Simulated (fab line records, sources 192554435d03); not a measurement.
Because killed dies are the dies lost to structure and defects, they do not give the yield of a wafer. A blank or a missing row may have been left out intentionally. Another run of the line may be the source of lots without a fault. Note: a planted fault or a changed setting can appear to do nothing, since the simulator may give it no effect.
Which of the tools did it? ; flow n5Finfet ; 30 wafers from 10 lots sampled at 4 of the route's 1938 steps

== WHAT THE GAUGES SHOWED, per wafer ==
No reading from a measuring or inspecting step in the record can be judged against a usual standard deviation.

== WHAT TOOL EACH LOT RAN ON (gives the tool, then ch and the chambers of the sampled wafers, and finally the start) ==
lot;N5_BEOL_M11_VIA_ETCH_34;N5_BEOL_M11_STRIP_36;N5_BEOL_M11_TRENCH_ETCH_37;N5_BEOL_M11_STRIP_77
L773;rieDiel-06 ch 2,3, day 10 16:26;rieDiel-06 ch 2,3, day 10 16:30;rieDiel-06 ch 2,3, no start;rieDiel-06 ch 2,3, no start
L775;rieDiel-03 ch 0,1,2, day 10 16:41;rieDiel-03 ch 0,1,2, day 10 16:45;rieDiel-03 ch 0,1,2, no start;rieDiel-03 ch 0,1,2, no start
L772;rieDiel-03 ch 0,1,2, day 10 18:37;rieDiel-03 ch 0,1,2, day 10 18:41;rieDiel-03 ch 0,1,2, no start;rieDiel-03 ch 0,1,2, no start
L778;rieDiel-03 ch 0,1, day 11 20:12;rieDiel-03 ch 0,1, day 11 20:16;rieDiel-03 ch 0,1, no start;rieDiel-03 ch 0,1, no start
L786;rieDiel-01 ch 0,3, day 13 12:34;rieDiel-01 ch 0,3, day 13 12:38;rieDiel-01 ch 0,3, no start;rieDiel-01 ch 0,3, no start
L787;rieDiel-01 ch 1,2,3, day 13 23:02;rieDiel-01 ch 1,2,3, day 13 23:06;rieDiel-01 ch 1,2,3, no start;rieDiel-01 ch 1,2,3, no start
L788;rieDiel-06 ch 0,2,3, day 14 11:00;rieDiel-06 ch 0,2,3, day 14 11:04;rieDiel-06 ch 0,2,3, no start;rieDiel-06 ch 0,2,3, no start
L791;rieDiel-06 ch 1,2, day 15 04:16;rieDiel-06 ch 1,2, day 15 04:19;rieDiel-06 ch 1,2, no start;rieDiel-06 ch 1,2, no start
L792;rieDiel-03 ch 1,2,3, day 15 12:16;rieDiel-03 ch 1,2,3, day 15 12:20;rieDiel-03 ch 1,2,3, no start;rieDiel-03 ch 1,2,3, no start
L795;rieDiel-01 ch 0,1, day 16 07:02;rieDiel-01 ch 0,1, day 16 07:05;rieDiel-01 ch 0,1, no start;rieDiel-01 ch 0,1, no start
- N5_BEOL_M11_VIA_ETCH_34: etches SiCOH lowk in C4F6/O2, target depth 184.5 nm, time 69.2 s.
- N5_BEOL_M11_STRIP_36: strips in N2/H2.
- N5_BEOL_M11_TRENCH_ETCH_37: etches SiCOH lowk in C4F6/O2, target depth 148.83 nm, time 48 s.
- N5_BEOL_M11_STRIP_77: strips in N2/H2, time 10 s.

== WHAT THE TOOLS THEMSELVES READ (means of the sampled wafers that have a number; where no wafer has one, the mark that the record gives instead) ==
N5_BEOL_M11_VIA_ETCH_34. Usual: drypumpMotorCurrentA 5.8 A, standard deviation 0.52; oesProductAu 0.78 a.u., standard deviation 0.076; rfFwdPowerW 341.7 W, standard deviation 1.4; rfVppV 666 V, standard deviation 6; showerheadPlenumPTorr 2.90 Torr, standard deviation 0.081; throttleValvePct 20.8 %, standard deviation 0.3.
lot;tool;drypumpMotorCurrentA (A);oesProductAu (a.u.);rfFwdPowerW (W);rfVppV (V);showerheadPlenumPTorr (Torr);throttleValvePct (%);flag
L773;rieDiel-06;6.3;0.82;340.8;664;2.83;20.7;
L775;rieDiel-03;5.7;0.72;342.6;672;2.93;20.8;
L772;rieDiel-03;5.7;0.72;342.9;672;2.93;20.8;
L778;rieDiel-03;5.5;0.73;368.8;648;2.93;20.8;OFF
L786;rieDiel-01;6.4;0.75;341.6;667;2.88;20.8;
L787;rieDiel-01;5.4;0.86;342.9;665;2.88;20.7;
L788;rieDiel-06;5.9;0.78;342.0;660;2.85;20.9;
L791;rieDiel-06;6.2;0.73;341.2;659;2.76;21.3;
L792;rieDiel-03;5.9;0.74;341.6;669;2.90;21.0;
L795;rieDiel-01;6.1;0.73;342.8;664;2.95;20.9;

N5_BEOL_M11_STRIP_36. Usual: drypumpMotorCurrentA 5.8 A, standard deviation 0.52; oesProductAu 0.77 a.u., standard deviation 0.073; rfVppV 58.8 V, standard deviation 1.7; showerheadPlenumPTorr 2.59 Torr, standard deviation 0.079; throttleValvePct 23.5 %, standard deviation 0.33.
lot;tool;drypumpMotorCurrentA (A);oesProductAu (a.u.);rfVppV (V);showerheadPlenumPTorr (Torr);throttleValvePct (%);flag
L773;rieDiel-06;6.3;0.82;58.3;2.53;23.3;
L775;rieDiel-03;5.8;0.72;59.4;2.62;23.7;
L772;rieDiel-03;5.8;0.72;57.4;2.62;23.6;
L778;rieDiel-03;5.5;0.72;58.9;2.62;23.5;
L786;rieDiel-01;6.4;0.75;58.2;2.56;23.5;
L787;rieDiel-01;5.4;0.86;60.7;2.58;23.5;
L788;rieDiel-06;5.9;0.78;58.1;2.54;23.5;
L791;rieDiel-06;6.2;0.74;55.2;2.45;24.0;
L792;rieDiel-03;5.9;0.74;60.1;2.60;23.7;
L795;rieDiel-01;6.1;0.73;58.7;2.63;23.5;

N5_BEOL_M11_TRENCH_ETCH_37. Usual: drypumpMotorCurrentA 5.8 A, standard deviation 0.52; oesProductAu 0.77 a.u., standard deviation 0.076; rfFwdPowerW 340.9 W, standard deviation 1.4; rfVppV 666 V, standard deviation 6; showerheadPlenumPTorr 2.90 Torr, standard deviation 0.081; throttleValvePct 20.8 %, standard deviation 0.3.
lot;tool;drypumpMotorCurrentA (A);oesProductAu (a.u.);rfFwdPowerW (W);rfVppV (V);showerheadPlenumPTorr (Torr);throttleValvePct (%);flag
L773;rieDiel-06;6.3;0.83;340.9;664;2.83;20.7;
L775;rieDiel-03;5.7;0.72;341.7;672;2.93;20.8;
L772;rieDiel-03;5.7;0.71;341.5;671;2.93;20.9;
L778;rieDiel-03;5.5;0.71;341.0;672;2.93;20.8;
L786;rieDiel-01;6.4;0.75;341.7;667;2.88;20.8;
L787;rieDiel-01;5.4;0.86;341.3;665;2.88;20.8;
L788;rieDiel-06;5.9;0.77;340.7;661;2.85;20.9;
L791;rieDiel-06;6.2;0.74;339.9;658;2.76;21.3;
L792;rieDiel-03;5.9;0.74;341.6;671;2.90;21.0;
L795;rieDiel-01;6.1;0.74;342.4;664;2.95;20.9;

N5_BEOL_M11_STRIP_77. Usual: drypumpMotorCurrentA 5.8 A, standard deviation 0.52; oesProductAu 0.77 a.u., standard deviation 0.074; rfVppV 59.2 V, standard deviation 0.9; showerheadPlenumPTorr 2.59 Torr, standard deviation 0.079; throttleValvePct 23.5 %, standard deviation 0.33.
lot;tool;drypumpMotorCurrentA (A);oesProductAu (a.u.);rfVppV (V);showerheadPlenumPTorr (Torr);throttleValvePct (%);flag
L773;rieDiel-06;6.3;0.82;59.0;2.53;23.3;
L775;rieDiel-03;5.7;0.72;59.2;2.62;23.6;
L772;rieDiel-03;5.7;0.71;58.8;2.62;23.6;
L778;rieDiel-03;5.5;0.71;59.5;2.62;23.5;
L786;rieDiel-01;6.3;0.75;58.0;2.56;23.5;
L787;rieDiel-01;5.4;0.85;59.3;2.58;23.4;
L788;rieDiel-06;5.9;0.78;58.9;2.54;23.5;
L791;rieDiel-06;6.2;0.74;59.0;2.45;24.0;
L792;rieDiel-03;5.9;0.75;59.0;2.60;23.8;
L795;rieDiel-01;6.1;0.73;59.1;2.63;23.5;

== THE ANSWER, worked out from the rows above alone ==
Rule: take the mean of a lot's wafers that have a number; if it is more than 3 standard deviations from the usual mean, the lot is off. Also off: a lot with no number at a reading for which 4 or more lots have one. The other lots that the step has rows for count as sound. Order of review: gauges by route order, followed by the tools' own readings, for which a lot's mean as printed above is used. At the first step where some lot is off, the reading lying furthest off is the one used; lots without a number count as furthest.
Off, at N5_BEOL_M11_VIA_ETCH_34 on rfFwdPowerW: L778.
If a tool, at that step or one of the process steps before it, ran each lot that is off and ran no sound lot following the first of them, it fits. Not one of the candidates tried fits.

== WHAT THE SIMULATOR PUT IN ==
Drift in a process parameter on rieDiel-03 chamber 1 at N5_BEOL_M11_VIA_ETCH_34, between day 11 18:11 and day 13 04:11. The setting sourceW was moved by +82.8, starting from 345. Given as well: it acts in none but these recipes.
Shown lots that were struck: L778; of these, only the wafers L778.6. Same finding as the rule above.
